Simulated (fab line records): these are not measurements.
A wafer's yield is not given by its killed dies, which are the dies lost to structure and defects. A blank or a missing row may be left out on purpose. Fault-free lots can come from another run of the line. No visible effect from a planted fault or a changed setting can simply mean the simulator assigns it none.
fab line records    flow nand_harc    part 2 of 2: steps 5 to 6 of 6
[record] lots = 19  wafers = 57  last_day = 33
route steps=1302 shown A_STAIRCASE@819
lots untouched by any fault: they come from a run of this same line in which no faults occurred
start_h: hours from the record's first day to the start of the lot's first wafer shown    wait_h: how many hours have passed since the lot's step before this one    " identical to the entry in the row above    L1.1+2: a single row standing in for several wafers    - no value present, or no start provided    * or withheld: withheld    < > ~ a bound
route shown NAME@n: names a module that has steps shown in the file, with the first one's number in the route    usual: mean/standard deviation taken from wafers without a fault    same: alike in all rows    chamber/n: place in a boat    sites: each site's reading    _std_site: standard deviation of those values    _edge_site: the outer-site mean with the inner-site mean subtracted    radius_mm: for every site, how far away it sits from the centre of the wafer    mask NAME#n: copy n    behind: tool/chamber where the wafer was last shaped    hold: why the lot was held/for how many hours/how that ended    device: which transistor (n, p or np) failed to switch    end of line: tests run on the same wafers once the route is complete    a step without rows: its recipe alone    killed: the dies lost at the first sort to structure and to defects; this is not the yield of the wafer    map: dies across one wafer; x = killed, . = not, _ = none there
set.NAME: the setting as run; set.NAME@STEP: as run at that earlier step    model.NAME: the simulator's own value behind a step, which no gauge read
one table for each step of the route and one row for each wafer, over a sample of lots
services: when a tool's chamber went out of use (start_h, in hours from the record's first day, below 0 if earlier), for how many hours, and the reason
[[steps]]
[step NHARC_A_STAIRCASE_STRIP_476]
[recipe] time_s = 20  o2_flow_sccm = 500  ar_flow_sccm = 0  bias_w = 0  chemistry = O2
[usual] chamber_pressure_mTorr = 60.00/0.053  drypump_motor_current_A = 5.7/0.53  oes_product_au = 0.999/0.012  rf_vpp_V = 57.6/0.99  showerhead_plenum_p_Torr = 3.49/0.13  throttle_valve_pct = 17.038/0.0092
[same] bias_w = 0  time_s = 20
lot.wafer  tool         chamber  start_h  wait_h  chamber_pressure_mTorr  drypump_motor_current_A  oes_product_au  rf_hours_counter_h  rf_vpp_V  showerhead_plenum_p_Torr  throttle_valve_pct
L075.3     rie_diel-09  3        399.24   0.4     59.93                   6.6                      1.005           22                  58.8      3.66                      17.034
L075.2     "            2        "        "       59.97                   5.5                      1.019           19                  57.6      3.59                      17.052
L075.5     "            0        "        "       59.97                   5.4                      0.995           -                   58.7      3.53                      17.022
L076.1     rie_diel-09  1        409.00   0.1     60.04                   5.6                      1.005           22                  57.6      3.67                      17.040
L076.6     "            0        "        "       60.02                   5.4                      0.972           -                   56.3      3.53                      17.041
L076.5     "            1        "        "       59.96                   5.6                      1.003           -                   58.0      3.67                      17.037
L074.3     rie_diel-09  0        410.40   0.1     59.91                   5.4                      0.993           28                  57.0      3.53                      17.027
L074.4     "            1        "        "       59.96                   5.6                      1.013           23                  57.4      3.67                      17.040
L074.2     "            2        "        "       60.01                   5.5                      1.013           27                  55.9      3.58                      17.033
L077.1     rie_diel-09  0        443.62   0.1     59.99                   5.4                      0.980           39                  58.2      3.52                      17.040
L077.6     "            1        "        "       59.93                   5.6                      1.000           -                   59.6      3.67                      17.042
L077.5     "            2        "        "       60.06                   5.5                      1.002           -                   57.3      3.58                      17.026
L079.4     rie_diel-09  1        447.07   0.1     59.99                   5.5                      0.999           33                  59.2      3.67                      17.018
L079.2     "            2        "        "       60.03                   5.5                      1.000           35                  57.4      3.58                      17.024
L079.5     "            1        "        "       59.99                   5.6                      0.996           -                   58.8      3.67                      17.044
L081.4     rie_diel-02  3        461.82   0.1     60.04                   6.0                      1.012           21                  57.4      3.36                      17.049
L081.6     "            1        "        "       60.04                   6.1                      0.993           -                   57.9      3.33                      17.047
L081.5     "            2        "        "       59.90                   4.7                      1.005           -                   57.8      3.45                      17.030
L084.3     rie_diel-09  1        490.87   0.1     60.01                   5.5                      0.991           47                  58.3      3.66                      17.036
L084.4     "            2        "        "       59.99                   5.5                      1.001           48                  59.0      3.57                      17.042
L084.2     "            0        "        "       59.95                   5.3                      0.994           55                  56.9      3.51                      17.046
L083.2     rie_diel-09  2        494.75   0.1     59.93                   5.5                      0.988           48                  59.0      3.57                      17.025
L083.1     "            3        "        "       60.07                   6.6                      1.002           54                  57.0      3.64                      17.019
L083.6     "            1        "        "       60.05                   5.6                      0.987           -                   58.0      3.66                      17.020
L086.2     rie_diel-12  1        500.01   0.1     60.01                   6.2                      0.980           16                  57.4      3.43                      17.035
L086.1     "            2        "        "       60.05                   5.8                      1.010           16                  56.4      3.45                      17.047
L086.5     "            2        "        "       59.96                   5.9                      1.007           -                   58.0      3.45                      17.038
L085.1     rie_diel-12  1        500.41   0.1     60.03                   6.1                      0.992           16                  56.2      3.43                      17.024
L085.4     "            0        "        "       59.97                   6.7                      1.002           17                  57.4      3.30                      17.028
L085.5     "            1        "        "       59.90                   6.2                      0.996           -                   56.7      3.43                      17.026
L088.3     rie_diel-09  1        536.62   0.1     60.07                   5.6                      1.007           9                   58.1      3.65                      17.040
L088.1     "            2        "        "       60.07                   5.5                      1.016           9                   56.8      3.56                      17.038
L088.4     "            3        "        "       60.03                   6.6                      1.029           9                   58.3      3.63                      17.036
L090.1     rie_diel-12  3        540.07   0.1     60.01                   5.4                      1.011           37                  57.5      3.45                      17.019
L090.3     "            1        "        "       59.98                   6.1                      0.999           31                  58.9      3.42                      17.028
L090.4     "            2        "        "       60.04                   5.8                      1.007           34                  58.1      3.44                      17.047
L089.3     rie_diel-09  3        543.77   0.1     59.99                   6.6                      1.018           14                  57.8      3.63                      17.047
L089.1     "            1        "        "       60.04                   5.6                      0.983           12                  57.7      3.65                      17.050
L089.2     "            2        "        "       59.96                   5.5                      1.011           14                  57.2      3.56                      17.035
L092.2     rie_diel-09  0        578.40   0.3     59.97                   5.3                      0.989           23                  56.2      3.50                      17.030
L092.4     "            2        "        "       59.92                   5.5                      1.010           24                  55.5      3.56                      17.048
L092.1     "            3        "        "       59.96                   6.6                      1.031           23                  59.0      3.63                      17.042
L091.3     rie_diel-02  3        582.66   0.1     60.02                   6.0                      1.000           0                   57.7      3.34                      17.041
L091.1     "            2        "        "       59.98                   4.8                      0.986           1                   57.6      3.43                      17.037
L091.5     "            0        "        "       60.04                   5.6                      0.996           -                   59.4      3.81                      17.034
L093.3     rie_diel-02  1        585.40   0.2     59.97                   6.0                      0.982           1                   56.3      3.31                      17.057
L093.1     "            3        "        "       59.98                   6.1                      1.014           1                   57.2      3.34                      17.039
L093.5     "            0        "        "       59.95                   5.6                      0.991           -                   58.4      3.81                      17.051
L095.4     rie_diel-12  0        594.71   0.1     60.01                   6.7                      1.001           53                  57.8      3.28                      17.048
L095.1     "            1        "        "       59.97                   6.2                      0.998           39                  56.4      3.42                      17.041
L095.3     "            2        "        "       60.09                   5.9                      1.015           54                  58.0      3.43                      17.044
L096.1     rie_diel-12  3        613.86   0.1     60.03                   5.4                      1.010           61                  57.5      3.43                      17.037
L096.3     "            1        "        "       59.87                   6.2                      0.987           43                  58.1      3.42                      17.054
L096.2     "            2        "        "       60.03                   5.9                      1.014           58                  56.1      3.43                      17.037
L097.1     rie_diel-09  1        615.59   0.1     59.98                   5.6                      0.979           35                  58.3      3.64                      17.038
L097.6     "            3        "        "       60.06                   6.6                      1.018           -                   58.6      3.62                      17.034
L097.5     "            0        "        "       60.00                   5.3                      0.980           -                   56.6      3.49                      17.023
[step NHARC_A_STAIRCASE_ETCHBACK_157]
[recipe] target_depth_a = 900  over_etch_frac = 0.3  time_s = 167.14  ion_energy_ev = 120  ch3f_flow_sccm = 50  o2_flow_sccm = 30  ar_flow_sccm = 200  rf_w = 500  bias_w = 100  chemistry = CH3F/O2
[usual] bias_w = 100.0/0.31  chamber_pressure_mTorr = 25.002/0.024  drypump_motor_current_A = 5.8/0.56  oes_product_au = 0.97/0.034  rf_vpp_V = 243.5/1.6  showerhead_plenum_p_Torr = 2.40/0.096  throttle_valve_pct = 20.662/0.0085
[same] time_s = 167.14
lot.wafer  tool         chamber  start_h  wait_h  bias_w  chamber_pressure_mTorr  drypump_motor_current_A  oes_product_au  rf_hours_counter_h  rf_vpp_V  showerhead_plenum_p_Torr  throttle_valve_pct
L074.4     rie_diel-02  2        446.61   0.2     99.9    25.023                  4.7                      0.99            19                  244.1     2.40                      20.661
L074.3     "            3        "        "       99.1    25.006                  6.1                      1.01            18                  242.4     2.34                      20.655
L074.2     "            1        "        "       100.5   24.997                  6.0                      0.99            19                  241.9     2.32                      20.652
L075.2     rie_diel-02  2        446.91   0.2     99.5    25.029                  4.7                      0.99            19                  243.5     2.40                      20.654
L075.3     "            3        "        "       99.5    25.023                  6.0                      1.01            18                  242.7     2.34                      20.666
L075.5     "            1        "        "       100.2   24.985                  6.0                      0.98            -                   241.8     2.32                      20.669
L076.1     rie_diel-09  3        449.48   0.2     99.5    24.976                  6.6                      0.92            39                  244.3     2.55                      20.672
L076.5     "            2        "        "       99.7    24.977                  5.5                      0.91            -                   245.2     2.49                      20.667
L076.6     "            3        "        "       99.8    25.033                  6.6                      0.93            -                   246.4     2.54                      20.668
L079.2     rie_diel-02  2        493.44   0.1     100.4   25.031                  4.8                      0.95            34                  243.8     2.40                      20.661
L079.4     "            3        "        "       99.8    25.009                  6.0                      0.96            32                  243.0     2.33                      20.647
L079.5     "            2        "        "       100.1   24.988                  4.8                      0.95            -                   242.8     2.40                      20.665
L077.1     rie_diel-09  1        493.56   0.2     99.6    24.981                  5.5                      1.00            47                  247.4     2.55                      20.658
L077.6     "            3        "        "       100.1   25.034                  6.7                      1.01            -                   246.4     2.54                      20.687
L077.5     "            0        "        "       100.4   24.974                  5.3                      0.99            -                   245.0     2.45                      20.664
L081.4     rie_diel-02  2        507.90   0.2     100.2   25.035                  4.8                      0.95            38                  243.2     2.39                      20.670
L081.5     "            1        "        "       100.3   25.039                  6.1                      0.94            -                   241.1     2.31                      20.664
L081.6     "            2        "        "       100.4   25.005                  4.8                      0.96            -                   242.6     2.39                      20.654
L084.3     rie_diel-02  3        537.10   0.1     100.2   25.053                  6.0                      0.93            49                  242.3     2.33                      20.654
L084.2     "            0        "        "       99.8    25.007                  5.6                      0.93            47                  242.5     2.27                      20.652
L084.4     "            0        "        "       99.9    24.958                  5.6                      0.93            -                   241.0     2.27                      20.649
L083.1     rie_diel-12  2        540.54   0.3     100.2   24.986                  5.9                      1.00            34                  242.7     2.40                      20.657
L083.2     "            1        "        "       100.2   24.989                  6.2                      0.97            31                  243.9     2.38                      20.663
L083.6     "            2        "        "       99.9    24.996                  5.9                      0.98            -                   243.6     2.40                      20.653
L086.1     rie_diel-09  3        544.15   0.2     100.6   24.992                  6.6                      1.02            14                  245.4     2.53                      20.676
L086.2     "            0        "        "       100.2   25.014                  5.3                      0.99            12                  246.0     2.44                      20.663
L086.5     "            2        "        "       100.2   25.004                  5.5                      1.01            -                   244.4     2.48                      20.661
L085.1     rie_diel-12  3        545.46   0.2     100.8   24.981                  5.4                      0.93            39                  245.2     2.40                      20.662
L085.4     "            0        "        "       100.3   25.020                  6.7                      0.92            37                  242.8     2.29                      20.670
L085.5     "            0        "        "       99.9    25.006                  6.7                      0.93            -                   243.0     2.29                      20.657
L088.3     rie_diel-12  0        581.14   0.1     100.4   25.005                  6.8                      0.96            49                  242.1     2.28                      20.661
L088.4     "            1        "        "       100.0   25.025                  6.1                      0.92            32                  243.3     2.38                      20.651
L088.1     "            2        "        "       100.0   25.024                  5.9                      0.97            47                  244.0     2.39                      20.659
L090.4     rie_diel-09  1        582.18   0.2     100.1   25.009                  5.6                      0.93            26                  245.8     2.54                      20.681
L090.1     "            2        "        "       100.4   25.031                  5.5                      0.96            26                  244.8     2.48                      20.666
L090.3     "            3        "        "       100.0   25.031                  6.6                      0.96            26                  244.8     2.53                      20.654
L089.3     rie_diel-02  1        587.62   0.2     100.1   24.994                  6.0                      1.00            2                   241.9     2.30                      20.677
L089.1     "            3        "        "       99.8    24.988                  6.1                      1.01            1                   243.3     2.32                      20.665
L089.2     "            0        "        "       100.2   25.025                  5.6                      0.99            2                   247.2     2.66                      20.655
L091.1     rie_diel-09  1        627.78   0.2     100.1   24.980                  5.6                      0.93            40                  245.2     2.54                      20.655
L091.3     "            0        "        "       100.6   25.015                  5.3                      0.95            38                  245.5     2.43                      20.681
L091.5     "            2        "        "       99.9    24.985                  5.5                      0.96            -                   243.6     2.47                      20.660
L093.3     rie_diel-02  3        627.88   0.1     100.2   25.017                  6.0                      0.93            13                  242.7     2.32                      20.664
L093.1     "            1        "        "       99.8    25.046                  6.1                      0.93            14                  242.5     2.30                      20.661
L093.5     "            3        "        "       100.3   25.019                  6.0                      0.92            -                   244.0     2.32                      20.665
L092.1     rie_diel-09  2        628.36   0.1     100.0   25.051                  5.5                      1.00            42                  242.9     2.47                      20.659
L092.4     "            3        "        "       100.0   24.988                  6.6                      1.02            41                  245.2     2.52                      20.670
L092.2     "            0        "        "       100.4   25.028                  5.3                      0.99            38                  246.2     2.43                      20.662
L095.3     rie_diel-02  3        644.01   0.1     99.7    25.029                  6.0                      1.00            20                  242.1     2.32                      20.660
L095.4     "            0        "        "       99.9    24.975                  5.5                      0.99            19                  246.7     2.65                      20.654
L095.1     "            1        "        "       99.9    25.003                  6.1                      1.01            20                  242.8     2.30                      20.663
L096.2     rie_diel-12  0        657.84   0.2     99.9    25.017                  6.7                      1.01            12                  247.0     2.66                      20.658
L096.1     "            2        "        "       99.8    25.017                  5.8                      1.02            8                   243.4     2.38                      20.669
L096.3     "            3        "        "       99.8    24.998                  5.3                      1.01            10                  242.8     2.38                      20.645
L097.1     rie_diel-09  0        658.11   0.1     100.6   25.023                  5.4                      0.92            48                  244.1     2.43                      20.670
L097.6     "            0        "        "       100.3   25.013                  5.4                      0.92            -                   243.5     2.43                      20.642
L097.5     "            1        "        "       99.7    24.981                  5.6                      0.90            -                   244.8     2.53                      20.665
[[services]]
tool         chamber  start_h  hours  kind
pecvd-03     -        372.98   1.0    repair
rie_diel-09  0        377.69   -      clean
rie_diel-02  -        394.09   9.0    pm
rie_diel-12  3        397.22   12.4   repair
pecvd-02     -        408.00   13.0   pm
rie_diel-09  2        427.47   7.2    repair
pecvd-04     -        446.41   1.7    repair
pecvd-04     -        450.00   13.0   pm
pecvd-03     -        475.02   1.0    repair
rie_diel-09  -        497.19   9.0    pm
rie_diel-02  1        529.22   12.6   repair
pecvd-03     2        536.28   6.2    repair
pecvd-03     -        547.00   13.0   pm
rie_diel-02  -        571.09   9.0    pm
pecvd-04     2        579.90   6.9    repair
pecvd-02     -        589.00   13.0   pm
rie_diel-02  0        590.84   10.3   repair
rie_diel-02  2        600.13   4.2    repair
rie_diel-02  0        611.89   2.5    repair
pecvd-02     -        613.46   1.1    repair
rie_diel-12  0        616.67   2.9    repair
pecvd-03     1        619.99   4.3    repair
rie_diel-12  -        626.16   9.0    pm
pecvd-04     -        631.00   13.0   pm
